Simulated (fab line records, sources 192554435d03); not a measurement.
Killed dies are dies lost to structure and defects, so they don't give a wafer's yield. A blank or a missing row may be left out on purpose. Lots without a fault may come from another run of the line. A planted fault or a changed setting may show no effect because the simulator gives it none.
fab line records | flow n5_finfet
record lots=4 wafers=12 last_day=17
route steps=1938 shown BEOL_M8@1394 BEOL_M9@1401
lots that met no fault: from a run of the same line without faults
start_h: hours from the record's first day to the start of the lot's first wafer shown | wait_h: hours since the lot's step before | " the same as in the row above | L1.1+2: a row that stands for several wafers | - no value, or no start given | * or withheld: withheld | < > ~ a bound
route shown NAME@n: a module of which the file shows steps, and the number in the route of the first | usual: mean/standard deviation of fault-free wafers | same: alike in all rows | chamber/n: place in a boat | sites: the reading at each site | _std_site: their standard deviation | _edge_site: outer sites' mean less inner sites' | radius_mm: how far each site lies from the wafer's centre | mask NAME#n: copy n | behind: the tool/chamber that last shaped the wafer | hold: why the lot was held/for how many hours/how that ended | device: the transistor (n, p or np) that didn't switch | end of line: the same wafers' tests at the end of the route | a step without rows: its recipe alone | killed: dies lost to structure and defects at the first sort, not the wafer's yield | map: a wafer's dies, x killed, . not, _ none there
set.NAME: the setting as run; set.NAME@STEP: as run at that earlier step | model.NAME: the simulator's own value behind a step, which no gauge read
lots at some steps of the route; a table a step, a row a wafer
services: from which hour (start_h, from the record's first day; less than 0 if before it) a tool's chamber was out of use, for how many hours, and why
## steps
# step N5_BEOL_M8_ANNEAL_51
# recipe temp_c=225 time_s=90 ambient=N2
# step N5_BEOL_M8_CMP_52
# recipe stop_on=SiCOH_lowk t_overpolish_s=6.9 down_force_psi=1 platen_rpm=50 clearing_platen_down_force_psi=1.5 clearing_platen_rpm=50 post_cmp_clean=cu_alkaline target_thk_nm=80 clearing_platen_pad_velocity_m_s=0.99484 pad_velocity_m_s=0.99484
# step N5_BEOL_M8_PRE_CLEAN_55
# recipe gas=NH3 time_s=15 temp_c=withheld rf_power_w=300
# step N5_BEOL_M8_DEP_56
# recipe material=SiCN target_thk_a=100 temp_c=withheld precursor=3MS/NH3 pressure_torr=3 rf_w=202 time_s=17.5
# step N5_BEOL_M9_ILD_DEP_00
# recipe material=SiCOH_lowk target_thk_a=3085.1 temp_c=300 precursor=DEMS/porogen pressure_torr=5 rf_w=500 time_s=58
# step N5_BEOL_M9_CURE_71
# recipe temp_c=385 time_s=240 ambient=He/Ar material=SiCOH_lowk
# step N5_BEOL_M9_PECVD_70
# recipe material=SiO2 target_thk_a=200 temp_c=400 precursor=TEOS/O2 pressure_torr=5.5 rf_w=450 teos_flow_sccm=53.8 gas=O2 flow_sccm=3000 time_s=22.7
# step N5_BEOL_M9_HM_DEP_02
# recipe material=TiN target_thk_a=200 temp_c=25 chamber_pressure_pa=0.49996
# step N5_BEOL_M9_COAT_59
# recipe resist=SOC temp_c=250 time_s=60 spin_rpm=1500 resist_thk_nm=100
# usual spin_speed_rpm=1500.0/0.95
# columns lot.wafer tool chamber start_h wait_h spin_speed_rpm model.SOC_of_BEOL_M9_COAT_59.thk_nm
L317.3 litho_track-03 0 227.29 0.9 1499.1 100.4
L317.4 " 0 " " 1499.4 100
L317.6 " 0 " " 1500.8 100
L319.1 litho_track-03 0 247.98 0.1 1809.1 90.8
L319.2 " 0 " " 1810.7 91
L319.3 " 0 " " 1807.8 90.6
L324.1 litho_track-03 0 286.94 0.1 1808.6 90.8
L324.2 " 0 " " 1806.7 91
L324.4 " 0 " " 1808.5 90.8
L333.1 litho_track-01 0 344.45 0.1 1500.0 100
L333.5 " 0 " " 1499.9 100
L333.6 " 0 " " 1500.3 100.4
# step N5_BEOL_M9_COAT_60
# recipe resist=SiARC temp_c=220 time_s=60 spin_rpm=1500 resist_thk_nm=30
# step N5_BEOL_M9_COAT_05
# recipe resist=CAR-ArF spin_rpm=1500 resist_thk_nm=90
# step N5_BEOL_M9_EBR_07
# recipe solvent=PGMEA ebr_width_mm=1.5
# step N5_BEOL_M9_SOFTBAKE_06
# recipe temp_c=110 time_s=60 resist=CAR-ArF
# step N5_BEOL_M9_EXPOSE_08
# recipe mask_id=M9 na=1.35 source_shape=dipole sigma_inner=0.411 sigma_outer=0.611 polarization=te dose_mj=53.75
# step N5_BEOL_M9_PEB_09
# recipe peb_temp_c=withheld peb_time_s=60 resist=CAR-ArF
# step N5_BEOL_M9_DEVELOP_10
# recipe develop_time_s=30 developer=TMAH resist=CAR-ArF rinse_liquid=diw dry=air_spin dev_temp_c=23
# step N5_BEOL_M9_DESCUM_16
# recipe chemistry=O2 time_s=7.9 source_power_w=50 bias_power_w=20 pressure_mtorr=20 rf_frequency_hz=2.712e+07 temp_c=40 resist=CAR-ArF o2_flow_sccm=225
# step N5_BEOL_M9_ETCH_61
# recipe chemistry=CF4 target=SiARC target_depth_a=390 mask_material=CAR-ArF time_s=65 ion_energy_ev=80 pressure_mtorr=40 source_w=545 bias_w=36 Ar_flow_sccm=100 cf4_flow_sccm=100 ends=cleared
# step N5_BEOL_M9_ETCH_62
# recipe chemistry=N2/H2 target=SOC target_depth_a=1100 overetch_a=220 mask_material=SiARC temp_c=40 time_s=165 ion_energy_ev=200 pressure_mtorr=30 source_w=840 bias_w=150 n2_flow_sccm=200 h2_flow_sccm=200
# usual drypump_motor_current_A=5.6/0.4 oes_product_au=0.67/0.065 rf_vpp_V=523.4/2.4 showerhead_plenum_p_Torr=2.52/0.087 throttle_valve_pct=17.78/0.3
# columns lot.wafer tool chamber start_h wait_h drypump_motor_current_A oes_product_au rf_hours_counter_h rf_vpp_V showerhead_plenum_p_Torr throttle_valve_pct model.etch.depth_nm
L317.3 rie_diel-04 3 228.39 0.0 5.4 0.71 48 527.0 2.71 17.38 100.5
L317.4 " 0 " " 6.3 0.71 59 522.4 2.48 18.10 100
L317.6 " 2 " " 5.0 0.62 - 518.6 2.43 17.91 100.1
L319.1 rie_diel-04 3 248.52 0.0 5.4 0.67 54 526.9 2.70 17.39 90.71
L319.2 " 1 " " 5.0 0.76 1 523.3 2.48 17.36 91
L319.3 " 2 " " 5.0 0.59 196 522.3 2.43 17.93 90.63
L324.1 rie_diel-04 2 288.23 0.0 5.0 0.58 207 520.6 2.42 17.95 90.85
L324.2 " 3 " " 5.4 0.66 66 528.1 2.70 17.42 90.91
L324.4 " 1 " " 5.0 0.72 12 523.7 2.48 17.39 90.87
L333.1 rie_diel-04 1 345.15 0.0 5.1 0.72 30 522.1 2.47 17.41 100.1
L333.5 " 0 " " 6.3 0.67 - 521.2 2.47 18.16 99.98
L333.6 " 3 " " 5.4 0.68 - 527.7 2.69 17.45 100.3
# step N5_BEOL_M9_STRIP_68
# recipe chemistry=N2/H2 temp_c=40 n2_flow_sccm=200 h2_flow_sccm=200 rf_frequency_hz=6e+07
# step N5_BEOL_M9_STRIP_67
# recipe chemistry=CF4 resist=SiARC power_w=300 bias_power_w=75 pressure_mtorr=50 cf4_flow_sccm=150 rf_frequency_hz=6e+07
# step N5_BEOL_M9_HM_OPEN_17
# recipe chemistry=Cl2/BCl3 target_depth_a=200 overetch_a=60 target=TiN mask_material=SOC ion_energy_ev=150 pressure_mtorr=10 icp_w=1000 bias_w=126 Cl2_flow_sccm=53.25 bcl3_flow_sccm=21.75 Ar_flow_sccm=25
# usual bcl3_flow_sccm=21.76/0.066 drypump_motor_current_A=5.85/0.21 oes_product_au=0.66/0.05 throttle_valve_pct=22.13/0.27
# columns lot.wafer tool chamber start_h wait_h bcl3_flow_sccm drypump_motor_current_A oes_product_au rf_hours_counter_h throttle_valve_pct model.SOC_of_BEOL_M9_COAT_59.thk_nm
L317.3 rie_metal-02 1 228.61 0.1 21.84 5.46 0.64 - 22.00 92.6
L317.4 " 0 " " 21.70 5.64 0.65 - 22.03 92
L317.6 " 1 " " 21.71 5.45 0.64 - 21.99 92.2
L319.1 rie_metal-03 0 248.70 0.0 21.71 6.03 0.62 63 21.89 82.8
L319.2 " 1 " " 21.82 6.03 0.77 7 22.44 82.8
L319.3 " 0 " " 21.78 6.01 0.62 - 21.88 82.8
L324.1 rie_metal-01 0 288.41 0.0 21.67 5.86 0.65 52 21.83 83
L324.2 " 1 " " 21.77 5.80 0.65 48 22.50 83.2
L324.4 " 1 " " 21.78 5.78 0.64 - 22.52 83
L333.1 rie_metal-03 0 345.33 0.0 21.73 6.01 0.61 72 21.92 92.4
L333.5 " 0 " " 21.69 6.02 0.60 - 21.92 92.2
L333.6 " 1 " " 21.74 6.04 0.73 - 22.45 92.2
# step N5_BEOL_M9_STRIP_19
# recipe chemistry=O2 power_w=400 temp_c=40 pressure_mtorr=30 rf_frequency_hz=6e+07 bias_power_w=0 overash_fraction=0.2 o2_flow_sccm=225
## services
# columns tool chamber start_h hours kind
rie_metal-03 - 211.04 2.8 pm
rie_diel-04 1 231.91 - clean
rie_diel-04 1 231.91 - consumable_replace:focus_ring
rie_diel-04 1 231.91 14.9 scheduled_down
rie_diel-04 1 231.91 14.9 vent_cycle
rie_metal-02 0 279.63 9.4 repair
rie_diel-04 2 310.40 11.5 repair
rie_metal-01 - 340.25 9.7 repair
## key
first_sign step=N5_BEOL_M9_COAT_59 reading=spin_speed_rpm direction=up sigmas=99+ usual=* struck=*
effect none on later readings
model_effect step=N5_BEOL_M9_COAT_59 value=SOC_of_BEOL_M9_COAT_59.thk_nm without=99.77 struck=90.83
model_effect step=N5_BEOL_M9_ETCH_62 value=etch.depth_nm without=99.78 struck=90.83
model_effect step=N5_BEOL_M9_HM_OPEN_17 value=SOC_of_BEOL_M9_COAT_59.thk_nm without=91.87 struck=82.93
met_at N5_BEOL_M9_COAT_59
struck_wafers L319.1,L319.2,L319.3,L324.1,L324.2,L324.4
onset_between 227.29 247.98
fault kind=process_parameter_drift tool=litho_track-03 chamber=- onset_h=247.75 steps=N5_BEOL_M9_COAT_59 channel=spin_rpm offset=* shape=step end_h=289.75 acts_in=* stated=*
